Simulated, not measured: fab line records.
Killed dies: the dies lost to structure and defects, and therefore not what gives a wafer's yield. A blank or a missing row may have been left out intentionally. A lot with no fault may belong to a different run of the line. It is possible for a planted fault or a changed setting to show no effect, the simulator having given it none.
fab line records    flow n5Finfet
[record] lots = 7  wafers = 21
route steps=1938 shown SD_EPI_N@268 SDB@350 HKMG_FIN@438 GATE_CUT@510 MOL_CONTACT_COAG@523
startH: hours from the record's first day to the start of the lot's first wafer shown    waitH: hours since the lot's step before    " same as the row above    L1.1+2: one row covering several wafers at once    - no value, or no start was given    * or withheld: withheld    < > ~ a bound
route shown NAME@n: NAME is a module with steps in the file, n the number in the route of the first one    usual: the fault-free wafers' mean and standard deviation    same: alike in all rows    chamber/n: place in a boat    sites: per-site readings    _std_site: the standard deviation of these    _edge_site: inner sites' mean taken away from outer sites' mean    radiusMm: how far each site lies from the wafer's centre    mask NAME#n: copy n    behind: tool/chamber where the wafer was last shaped    hold: why the lot was held/for how many hours/how that ended    device: the transistor (n, p or np) that didn't switch    end of line: the route-end tests of the same wafers    for a step that has no rows: nothing shown but its recipe    killed: the dies lost at the first sort to structure and to defects; this is not the yield of the wafer    map: shows each die of a wafer: x if killed, . if not, _ if none is there
set.NAME: setting as actually run; set.NAME@STEP: the setting as run at that earlier step    model.NAME: the simulator's own value behind a step, which no gauge read
lots where settings were altered on purpose, with a table for each step and a row for each wafer
[[steps]]
[step N5_SD_EPI_N_PEB_07]
[recipe] pebTempC = 110  pebTimeS = 60  resist = CAR-ArF-block
lot.wafer   tool           chamber  startH  waitH  set.pebTimeS
L076.4+5+6  lithoTrack-05  0        69.87   0.0    60
L077.1      lithoTrack-05  0        73.89   0.1    60
L077.2+6    "              0        "       "      49.94
L084.1+2+3  lithoTrack-03  0        111.17  0.1    60
L085.3+5+6  lithoTrack-05  0        123.79  0.0    60
L090.1+4    lithoTrack-02  0        146.73  0.1    50.62
L090.2      "              0        "       "      60
L093.3+5+6  lithoTrack-03  0        166.30  0.0    60
L097.1+5    lithoTrack-05  0        186.54  0.1    49.4
L097.2      "              0        "       "      60
[step N5_SD_EPI_N_DEVELOP_08]
[recipe] developTimeS = 30  developer = TMAH  resist = CAR-ArF-block  devTempC = 23  rinseLiquid = diw  dry = airSpin
[step N5_SD_EPI_N_CD_MEAS_09]
[recipe] targetCdNm = 120  landingEnergyEv = 500  detector = seInlens
[usual] cdNm = 120.2/0.79
lot.wafer  tool      chamber  startH  waitH  set.doseMj@SD_EPI_N_EXPOSE_06  set.pebTimeS@SD_EPI_N_PEB_07  cdNm
L076.4     cdSem-03  0        69.94   -      39.75                          60                            120.5
L076.5     "         0        "       "      39.75                          60                            119.9
L076.6     "         0        "       "      39.75                          60                            119.8
L077.1     cdSem-01  0        73.96   -      39.75                          60                            118.9
L077.2     "         0        "       "      39.75                          49.94                         112.4
L077.6     "         0        "       "      39.75                          49.94                         112.3
L084.1     cdSem-02  0        111.24  -      39.75                          60                            119.2
L084.2     "         0        "       "      37.01                          60                            115.3
L084.3     "         0        "       "      37.01                          60                            115.0
L085.3     cdSem-02  0        123.85  -      41.59                          60                            123.4
L085.5     "         0        "       "      41.59                          60                            123.9
L085.6     "         0        "       "      39.75                          60                            121.6
L090.1     cdSem-01  0        146.80  -      39.75                          50.62                         113.9
L090.2     "         0        "       "      37.6                           60                            117.1
L090.4     "         0        "       "      37.6                           50.62                         110.2
L093.3     cdSem-03  0        166.37  -      39.75                          60                            120.5
L093.5     "         0        "       "      41.03                          60                            122.2
L093.6     "         0        "       "      39.75                          60                            120.4
L097.1     cdSem-02  0        186.61  -      39.75                          49.4                          112.5
L097.2     "         0        "       "      39.75                          60                            120.0
L097.5     "         0        "       "      39.75                          49.4                          113.3
[step N5_SD_EPI_N_DESCUM_14]
[recipe] chemistry = O2  timeS = 7.9  sourcePowerW = 50  biasPowerW = 20  pressureMtorr = 20  rfFrequencyHz = 2.712e+07  tempC = 40  resist = CAR-ArF-block  o2FlowSccm = 225
lot.wafer  tool        chamber  startH  waitH  set.doseMj@SD_EPI_N_EXPOSE_06  set.pebTimeS@SD_EPI_N_PEB_07  model.SD_EPI_N.cdNm
L076.4     rieDiel-06  3        70.20   0.2    39.75                          60                            120.8
L076.5     "           2        "       "      39.75                          60                            119.8
L076.6     "           3        "       "      39.75                          60                            119.6
L077.1     rieDiel-05  2        74.22   0.2    39.75                          60                            118.8
L077.2     "           0        "       "      39.75                          49.94                         112.2
L077.6     "           2        "       "      39.75                          49.94                         112.6
L084.1     rieDiel-05  0        111.33  0.0    39.75                          60                            119
L084.2+3   "           2,1      "       "      37.01                          60                            115.2
L085.3     rieDiel-02  3        123.94  0.0    41.59                          60                            123.4
L085.5     "           1        "       "      41.59                          60                            124.2
L085.6     "           2        "       "      39.75                          60                            121.6
L090.1     rieDiel-06  2        147.32  0.5    39.75                          50.62                         114
L090.2     "           0        "       "      37.6                           60                            117
L090.4     "           1        "       "      37.6                           50.62                         110.4
L093.3     rieDiel-06  1        167.14  0.7    39.75                          60                            121
L093.5     "           2        "       "      41.03                          60                            122
L093.6     "           1        "       "      39.75                          60                            120.2
L097.1     rieDiel-05  3        186.70  0.0    39.75                          49.4                          112.4
L097.2     "           0        "       "      39.75                          60                            120.2
L097.5     "           2        "       "      39.75                          49.4                          113.6
[step N5_SD_EPI_N_ETCH_34]
[recipe] chemistry = CF4  target = SiARC  targetDepthA = 455  maskMaterial = CAR-ArF-block  timeS = 75.8  ionEnergyEv = 80  pressureMtorr = 40  sourceW = 545  biasW = 36  Ar_flow_sccm = 100  cf4FlowSccm = 100  ends = cleared
lot.wafer  tool        chamber  startH  waitH  set.doseMj@SD_EPI_N_EXPOSE_06  set.pebTimeS@SD_EPI_N_PEB_07  model.SD_EPI_N.cdNm
L076.4     rieDiel-06  3        70.23   0.0    39.75                          60                            120.8
L076.5+6   "           2,3      "       "      39.75                          60                            119.6
L077.1     rieDiel-05  2        74.25   0.0    39.75                          60                            119
L077.2     "           0        "       "      39.75                          49.94                         112.4
L077.6     "           2        "       "      39.75                          49.94                         112.8
L084.1     rieDiel-05  0        111.36  0.0    39.75                          60                            119
L084.2     "           2        "       "      37.01                          60                            115.2
L084.3     "           1        "       "      37.01                          60                            115.4
L085.3     rieDiel-02  3        123.97  0.0    41.59                          60                            123.4
L085.5     "           1        "       "      41.59                          60                            124.4
L085.6     "           2        "       "      39.75                          60                            121.8
L090.1     rieDiel-06  2        147.35  0.0    39.75                          50.62                         114.2
L090.2     "           0        "       "      37.6                           60                            117
L090.4     "           1        "       "      37.6                           50.62                         110.2
L093.3     rieDiel-06  1        167.17  0.0    39.75                          60                            120.6
L093.5     "           2        "       "      41.03                          60                            121.8
L093.6     "           1        "       "      39.75                          60                            120
L097.1     rieDiel-05  3        186.73  0.0    39.75                          49.4                          112.4
L097.2     "           0        "       "      39.75                          60                            120.2
L097.5     "           2        "       "      39.75                          49.4                          113.6
[step N5_SD_EPI_N_ETCH_35]
[recipe] chemistry = N2/H2  target = SOC  overetchA = 1080  maskMaterial = SiARC  tempC = 40  ionEnergyEv = 100  sourceW = 3000  biasW = 133  pressureMtorr = 20  timeS = 486  n2FlowSccm = 200  h2FlowSccm = 200
[usual] rfVppV = 241.4/1
lot.wafer  tool        chamber  startH  waitH  set.sourceW  rfVppV  model.SiARC_of_SD_EPI_N_COAT_33.thkNm
L076.4     rieDiel-06  3        70.29   0.0    3000         240.0   19.4
L076.5     "           2        "       "      3000         240.5   19.8
L076.6     "           3        "       "      3000         241.9   19.6
L077.1     rieDiel-05  2        74.31   0.0    2722         250.5   21.2
L077.2     "           0        "       "      3000         242.1   19.2
L077.6     "           2        "       "      3000         243.1   20
L084.1     rieDiel-05  0        111.42  0.0    3363         232.2   17.4
L084.2     "           2        "       "      3000         240.6   19.8
L084.3     "           1        "       "      3363         231.3   17.8
L085.3     rieDiel-02  3        124.03  0.0    3000         242.0   20
L085.5     "           1        "       "      3000         239.7   20
L085.6     "           2        "       "      3000         240.4   20.2
L090.1     rieDiel-06  2        147.41  0.0    2650         252.0   21.4
L090.2     "           0        "       "      3000         238.6   20
L090.4     "           1        "       "      2650         251.2   21.2
L093.3     rieDiel-06  1        167.23  0.0    3240         236.6   18.4
L093.5     "           2        "       "      3240         234.6   18.8
L093.6     "           1        "       "      3000         242.9   19.4
L097.1     rieDiel-05  3        186.79  0.0    3368         231.4   18.4
L097.2     "           0        "       "      3000         240.6   19
L097.5     "           2        "       "      3000         241.3   20
[step N5_SD_EPI_N_ETCH_16]
[recipe] chemistry = CHF3/O2  target = SiO2  targetDepthA = 50  maskMaterial = SOC  pressureMtorr = 30  sourceW = 650  biasW = 170  Ar_flow_sccm = 200  CHF3_flow_sccm = 50  O2_flow_sccm = 5  ionEnergyEv = 200
lot.wafer  tool        chamber  startH  waitH  set.targetDepthA  model.etch.depthNm
L076.4     rieDiel-06  3        70.82   0.1    50                5.059
L076.5     "           2        "       "      50                4.957
L076.6     "           3        "       "      50                5.053
L077.1     rieDiel-05  2        74.83   0.1    44.59             4.494
L077.2     "           0        "       "      44.59             4.597
L077.6     "           2        "       "      50                5.048
L084.1     rieDiel-05  0        111.94  0.1    55.78             5.816
L084.2     "           2        "       "      50                5.034
L084.3     "           1        "       "      55.78             5.654
L085.3     rieDiel-02  3        124.56  0.1    50                4.977
L085.5     "           1        "       "      50                4.945
L085.6     "           2        "       "      50                4.984
L090.1     rieDiel-06  2        147.93  0.1    50                4.914
L090.2     "           0        "       "      46.74             4.585
L090.4     "           1        "       "      50                4.956
L093.3     rieDiel-06  1        167.75  0.1    50                4.994
L093.5     "           2        "       "      52.64             5.191
L093.6     "           1        "       "      50                5.007
L097.1     rieDiel-05  3        187.31  0.1    46.88             4.592
L097.2     "           0        "       "      50                5.156
L097.5     "           2        "       "      50                4.935
[step N5_SDB_COAT_05]
[recipe] resist = CAR-ArF  spinRpm = 1500  resistThkNm = 90
lot.wafer  tool           chamber  startH  waitH  set.spinRpm  model.CAR-ArF_of_SDB_COAT_05.thkNm
L076.4     lithoTrack-05  0        -       -      1500         89.8
L076.5     "              0        "       "      1500         90.2
L076.6     "              0        "       "      1500         90
L077.1     lithoTrack-01  0        -       -      1584         87.2
L077.2     "              0        "       "      1500         89.8
L077.6     "              0        "       "      1584         87.4
L084.1     lithoTrack-02  0        -       -      1378         93.6
L084.2     "              0        "       "      1500         90
L084.3     "              0        "       "      1500         89.6
L085.3     lithoTrack-05  0        -       -      1568         87.8
L085.5     "              0        "       "      1500         89.8
L085.6     "              0        "       "      1568         88
L090.1     lithoTrack-01  0        -       -      1376         93.8
L090.2     "              0        "       "      1376         93.6
L090.4     "              0        "       "      1500         89.4
L093.3     lithoTrack-01  0        -       -      1577         87.4
L093.5     "              0        "       "      1500         90.2
L093.6     "              0        "       "      1500         90
L097.1     lithoTrack-02  0        -       -      1364         94.2
L097.2+5   "              0        "       "      1364         94.4
[step N5_SDB_EBR_07]
[recipe] solvent = PGMEA  ebrWidthMm = 1.5
[step N5_SDB_SOFTBAKE_06]
[recipe] tempC = 110  timeS = 60  resist = CAR-ArF
[step N5_SDB_EXPOSE_08]
[recipe] maskId = SDB  na = 1.35  sourceShape = conventional  sigmaOuter = 0.5  polarization = unpolarized  doseMj = 49.6
[step N5_SDB_PEB_09]
[recipe] pebTempC = withheld  pebTimeS = 60  resist = CAR-ArF
[step N5_SDB_DEVELOP_10]
[recipe] developTimeS = 30  developer = TMAH  resist = CAR-ArF  rinseLiquid = diw  dry = airSpin  devTempC = 23
lot.wafer  tool           chamber  startH  waitH  set.spinRpm@SDB_COAT_05  model.CAR-ArF_of_SDB_COAT_05.thkNm
L076.4     lithoTrack-05  0        -       -      1500                     88.2
L076.5+6   "              0        "       "      1500                     88.4
L077.1     lithoTrack-02  0        -       -      1584                     85.4
L077.2     "              0        "       "      1500                     88.2
L077.6     "              0        "       "      1584                     85.8
L084.1     lithoTrack-01  0        -       -      1378                     92
L084.2     "              0        "       "      1500                     88.4
L084.3     "              0        "       "      1500                     88
L085.3     lithoTrack-02  0        -       -      1568                     86
L085.5     "              0        "       "      1500                     88.2
L085.6     "              0        "       "      1568                     86.2
L090.1     lithoTrack-01  0        -       -      1376                     92.2
L090.2     "              0        "       "      1376                     92
L090.4     "              0        "       "      1500                     87.8
L093.3     lithoTrack-02  0        -       -      1577                     85.8
L093.5     "              0        "       "      1500                     88.6
L093.6     "              0        "       "      1500                     88.2
L097.1     lithoTrack-05  0        -       -      1364                     92.4
L097.2     "              0        "       "      1364                     92.8
L097.5     "              0        "       "      1364                     92.6
[step N5_SDB_DESCUM_16]
[recipe] chemistry = O2  timeS = 7.9  sourcePowerW = 50  biasPowerW = 20  pressureMtorr = 20  rfFrequencyHz = 2.712e+07  tempC = 40  resist = CAR-ArF  o2FlowSccm = 225
lot.wafer  tool        chamber  startH  waitH  set.spinRpm@SDB_COAT_05  model.CAR-ArF_of_SDB_COAT_05.thkNm
L076.4     rieDiel-05  1        86.38   0.0    1500                     83.4
L076.5+6   "           1,0      "       "      1500                     83.6
L077.1     rieDiel-02  2        90.59   0.1    1584                     80.6
L077.2     "           0        "       "      1500                     83.2
L077.6     "           2        "       "      1584                     81
L084.1     rieDiel-05  0        128.34  0.0    1378                     87
L084.2     "           2        "       "      1500                     83.6
L084.3     "           3        "       "      1500                     83.2
L085.3     rieDiel-02  3        140.60  0.0    1568                     81.2
L085.5     "           0        "       "      1500                     83.2
L085.6     "           3        "       "      1568                     81.4
L090.1     rieDiel-06  1        166.71  0.7    1376                     87.2
L090.2     "           2        "       "      1376                     87
L090.4     "           3        "       "      1500                     82.8
L093.3     rieDiel-05  1        183.77  0.1    1577                     80.8
L093.5     "           0        "       "      1500                     83.6
L093.6     "           1        "       "      1500                     83.4
L097.1     rieDiel-02  3        202.75  0.0    1364                     87.4
L097.2+5   "           1,2      "       "      1364                     87.8
[step N5_HKMG_FIN_ETCH_35]
[recipe] chemistry = N2/H2  target = SOC  targetDepthA = 2158  ionEnergyEv = 65  biasW = 5  sourceW = 3000  timeS = 243.4  pressureMtorr = 30  n2FlowSccm = 200  h2FlowSccm = 200
[usual] rfVppV = 141.9/0.94
lot.wafer  tool        chamber  startH  waitH  set.biasW  rfVppV
L076.4     rieDiel-02  0        96.62   0.0    5          142.3
L076.5     "           2        "       "      5          141.3
L076.6     "           3        "       "      5          142.3
L077.1     rieDiel-05  2        100.45  0.0    5.719      154.6
L077.2     "           1        "       "      5.719      155.4
L077.6     "           0        "       "      5          141.9
L084.1     rieDiel-02  0        137.46  0.0    5.726      157.3
L084.2     "           1        "       "      5.726      154.3
L084.3     "           2        "       "      5          140.9
L085.3     rieDiel-05  2        150.15  0.0    5          143.5
L085.5     "           2        "       "      5          142.5
L085.6     "           1        "       "      5.47       149.5
L090.1     rieDiel-06  2        177.54  0.0    5          140.5
L090.2     "           1        "       "      5          142.7
L090.4     "           0        "       "      4.72       133.5
L093.3     rieDiel-06  1        193.45  0.0    4.658      136.1
L093.5     "           3        "       "      5          142.7
L093.6     "           2        "       "      4.658      134.3
L097.1     rieDiel-05  3        212.55  0.0    5.674      154.4
L097.2     "           2        "       "      5          141.2
L097.5     "           0        "       "      5.674      154.4
[step N5_GATE_CUT_ALD_22]
[recipe] material = SiNx  targetThkA = 160  tempC = 400  aldPrecursorFamily = SiH2I2  aldCoReactant = N2/H2-plasma  pulseTimeS = 1  aldCycles = 320  purgeTimeS = 2  coReactantPurgeTimeS = 2  pressureTorr = 2
lot.wafer   tool       chamber  startH  waitH  set.aldCycles  model.SiNx_of_GATE_CUT_ALD_22.thkNm
L076.4+5    aldSin-01  2,0      105.61  0.0    320            16
L076.6      "          1        "       "      320            15.8
L077.1      aldSin-02  1        109.27  0.0    320            16
L077.2+6    "          3        "       "      369            18.4
L084.1+2+3  aldSin-02  3,2,0    147.74  0.0    370            18.4
L085.3      aldSin-02  1        159.12  0.1    357            17.8
L085.5      "          2        "       "      320            16.2
L085.6      "          1        "       "      320            16
L090.1+4    aldSin-01  3,0      186.84  0.0    320            16
L090.2      "          2        "       "      274            13.6
L093.3      aldSin-01  1        203.16  0.2    320            16
L093.5      "          1        "       "      292            14.4
L093.6      "          2        "       "      320            15.8
L097.1+2    aldSin-04  2,3      221.41  0.1    320            16
L097.5      "          0        "       "      303            15.2
[step N5_GATE_CUT_CMP_23]
[recipe] stopOn = SiO2  tOverpolishS = 23.4  postCmpClean = alkalineBrush  downForcePsi = 2.5  platenRpm = 51.8  padVelocityMS = 1.0307  targetThkNm = 16
lot.wafer  tool    chamber  startH  waitH  set.downForcePsi  set.aldCycles@GATE_CUT_ALD_22  model.SiNx_of_GATE_CUT_ALD_22.thkNm
L076.4+5   cmp-03  1,0      107.23  0.9    2.5               320                            16
L076.6     "       3        "       "      2.5               320                            15.8
L077.2     cmp-03  0        110.76  0.8    2.5               369                            17
L077.1     "       2        "       "      2.5               320                            16
L077.6     "       0        "       "      2.5               369                            17.4
L084.3     cmp-04  0        149.27  0.8    2.5               370                            18
L084.1     "       1        "       "      2.835             370                            17.8
L084.2     "       2        "       "      2.835             370                            18.2
L085.3     cmp-04  0        160.72  0.9    2.5               357                            17.4
L085.5     "       1        "       "      2.892             320                            15.8
L085.6     "       2        "       "      2.892             320                            15.6
L090.4     cmp-01  2        188.33  0.8    1.952             320                            16
L090.1     "       0        "       "      2.5               320                            16
L090.2     "       1        "       "      2.5               274                            13.6
L093.3     cmp-04  0        204.64  0.8    2.5               320                            16
L093.6     "       0        "       "      2.243             320                            15.8
L093.5     "       1        "       "      2.243             292                            14.4
L097.1     cmp-04  2        222.90  0.8    2.5               320                            16
L097.2     "       3        "       "      2.149             320                            16
L097.5     "       3        "       "      2.149             303                            15.2
[step N5_MOL_CONTACT_COAG_EXPOSE_05]
[recipe] maskId = CA  na = 0.33  sourceShape = annular  sigmaInner = 0.4  sigmaOuter = 0.8  polarization = unpolarized  defocusNm = 0  doseMj = 38.25
lot.wafer   tool           chamber  startH  waitH  mask  set.doseMj
L076.4+5+6  euvScanner-01  0        108.38  -      CA#0  38.25
L077.1      euvScanner-01  0        111.98  -      CA#0  39.66
L077.2+6    "              0        "       "      CA#0  38.25
L084.1+3    euvScanner-02  0        150.43  -      CA#0  40.86
L084.2      "              0        "       "      CA#0  38.25
L085.3+5    euvScanner-02  0        161.83  -      CA#0  39.7
L085.6      "              0        "       "      CA#0  38.25
L090.1+2+4  euvScanner-01  0        189.66  -      CA#0  40.12
L093.3+5+6  euvScanner-01  0        205.86  -      CA#0  38.25
L097.1+2+5  euvScanner-02  0        224.23  -      CA#0  38.25
[step N5_MOL_CONTACT_COAG_PEB_06]
[recipe] pebTempC = 100  pebTimeS = 60  resist = CAR-EUV
[step N5_MOL_CONTACT_COAG_DEVELOP_07]
[recipe] developTimeS = 30  developer = TMAH  resist = CAR-EUV  rinseLiquid = surfactantRinse  dry = airSpin  devTempC = 23
[step N5_MOL_CONTACT_COAG_CD_MEAS_08]
[recipe] targetCdNm = 28  landingEnergyEv = 500  detector = seInlens  polarity = opening
[usual] cdNm = 28.00/0.23
lot.wafer  tool      chamber  startH  waitH  set.doseMj@MOL_CONTACT_COAG_EXPOSE_05  cdNm
L076.4     cdSem-02  0        108.49  -      38.25                                  27.55
L076.5     "         0        "       "      38.25                                  27.59
L076.6     "         0        "       "      38.25                                  27.95
L077.1     cdSem-03  0        112.11  -      39.66                                  28.68
L077.2     "         0        "       "      38.25                                  27.73
L077.6     "         0        "       "      38.25                                  27.46
L084.1     cdSem-02  0        150.56  -      40.86                                  29.76
L084.2     "         0        "       "      38.25                                  28.25
L084.3     "         0        "       "      40.86                                  29.60
L085.3     cdSem-03  0        161.95  -      39.7                                   28.43
L085.5     "         0        "       "      39.7                                   29.15
L085.6     "         0        "       "      38.25                                  28.16
L090.1     cdSem-01  0        189.79  -      40.12                                  29.27
L090.2     "         0        "       "      40.12                                  29.12
L090.4     "         0        "       "      40.12                                  29.00
L093.3     cdSem-02  0        205.98  -      38.25                                  28.02
L093.5     "         0        "       "      38.25                                  27.98
L093.6     "         0        "       "      38.25                                  28.16
L097.1     cdSem-03  0        224.36  -      38.25                                  28.13
L097.2     "         0        "       "      38.25                                  27.81
L097.5     "         0        "       "      38.25                                  28.20
[step N5_MOL_CONTACT_COAG_DESCUM_13]
[recipe] chemistry = O2  timeS = 7  sourcePowerW = 50  biasPowerW = 20  pressureMtorr = 20  rfFrequencyHz = 2.712e+07  tempC = 40  resist = CAR-EUV  o2FlowSccm = 225
[step N5_MOL_CONTACT_COAG_ETCH_59]
[recipe] chemistry = N2/H2  target = underlayer  targetDepthA = 130  maskMaterial = CAR-EUV  timeS = 10.4  ionEnergyEv = 200  pressureMtorr = 30  sourceW = 840  biasW = 150  n2FlowSccm = 200  h2FlowSccm = 200  ends = cleared
lot.wafer  tool        chamber  startH  waitH  set.doseMj@MOL_CONTACT_COAG_EXPOSE_05  model.MOL_CONTACT_COAG.cdOffsetNm
L076.4+6   rieDiel-02  0,1      108.65  0.0    38.25                                  -0.4
L076.5     "           2        "       "      38.25                                  -0.2
L077.1     rieDiel-06  3        112.26  0.0    39.66                                  0.6
L077.2+6   "           2,0      "       "      38.25                                  0
L084.1     rieDiel-06  1        150.84  0.0    40.86                                  1.2
L084.2     "           0        "       "      38.25                                  0.2
L084.3     "           3        "       "      40.86                                  1.6
L085.3     rieDiel-06  0        162.70  0.0    39.7                                   0.8
L085.5     "           2        "       "      39.7                                   1
L085.6     "           3        "       "      38.25                                  0.2
L090.1+2   rieDiel-05  3,1      189.94  0.0    40.12                                  1.2
L090.4     "           2        "       "      40.12                                  1
L093.3+5   rieDiel-06  3        206.13  0.0    38.25                                  0
L093.6     "           2        "       "      38.25                                  0.2
L097.1     rieDiel-02  3        224.62  0.0    38.25                                  0
L097.2+5   "           0,2      "       "      38.25                                  -0.2
[[key]]
[split] step = N5_SD_EPI_N_PEB_07  setting = pebTimeS  stated = 60  by = wafer
[response] step = N5_SD_EPI_N_CD_MEAS_09  reading = cdNm  change = +0.376  per = 1%  r = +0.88
[response] step = N5_SD_EPI_N_DESCUM_14  reading = model.SD_EPI_N.cdNm  change = +0.37  per = 1%  r = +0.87
[response] step = N5_SD_EPI_N_ETCH_34  reading = model.SD_EPI_N.cdNm  slope = +0.397  per = 1%  togetherWith = doseMj@SD_EPI_N_EXPOSE_06  explained = 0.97
[split] step = N5_SD_EPI_N_ETCH_35  setting = sourceW  stated = 3000  by = wafer
[response] step = N5_SD_EPI_N_ETCH_35  reading = rfVppV  change = -0.872  per = 1%  r = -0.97
[response] step = N5_SD_EPI_N_ETCH_35  reading = model.SiARC_of_SD_EPI_N_COAT_33.thkNm  change = -0.131  per = 1%  r = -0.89
[split] step = N5_SD_EPI_N_ETCH_16  setting = targetDepthA  stated = 50  by = wafer
[response] step = N5_SD_EPI_N_ETCH_16  reading = model.etch.depthNm  change = +0.0546  per = 1%  r = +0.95
[split] step = N5_SDB_COAT_05  setting = spinRpm  stated = 1500  by = wafer
[response] step = N5_SDB_COAT_05  reading = model.CAR-ArF_of_SDB_COAT_05.thkNm  change = -0.484  per = 1%  r = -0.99
[response] step = N5_SDB_DEVELOP_10  reading = model.CAR-ArF_of_SDB_COAT_05.thkNm  change = -0.488  per = 1%  r = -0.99
[response] step = N5_SDB_DESCUM_16  reading = model.CAR-ArF_of_SDB_COAT_05.thkNm  change = -0.474  per = 1%  r = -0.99
[split] step = N5_HKMG_FIN_ETCH_35  setting = biasW  stated = 5  by = wafer
[response] step = N5_HKMG_FIN_ETCH_35  reading = rfVppV  change = +0.965  per = 1%  r = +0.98
[split] step = N5_GATE_CUT_ALD_22  setting = aldCycles  stated = 320  by = wafer
[response] step = N5_GATE_CUT_ALD_22  reading = model.SiNx_of_GATE_CUT_ALD_22.thkNm  change = +0.159  per = 1%  r = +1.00
[response] step = N5_GATE_CUT_CMP_23  reading = model.SiNx_of_GATE_CUT_ALD_22.thkNm  change = +0.132  per = 1%  r = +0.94
[split] step = N5_GATE_CUT_CMP_23  setting = downForcePsi  stated = 2.5  by = wafer
response none clear
[split] step = N5_MOL_CONTACT_COAG_EXPOSE_05  setting = doseMj  stated = 38.25  by = wafer
[response] step = N5_MOL_CONTACT_COAG_CD_MEAS_08  reading = cdNm  change = +0.216  per = 1%  r = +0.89
[response] step = N5_MOL_CONTACT_COAG_ETCH_59  reading = model.MOL_CONTACT_COAG.cdOffsetNm  change = +0.175  per = 1%  r = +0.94
split outsideThisFile step=N5_SD_EPI_N_EXPOSE_06 setting=doseMj
// split outsideThisFile: this setting was split too, and the file shows its column; the key of that split is in another file
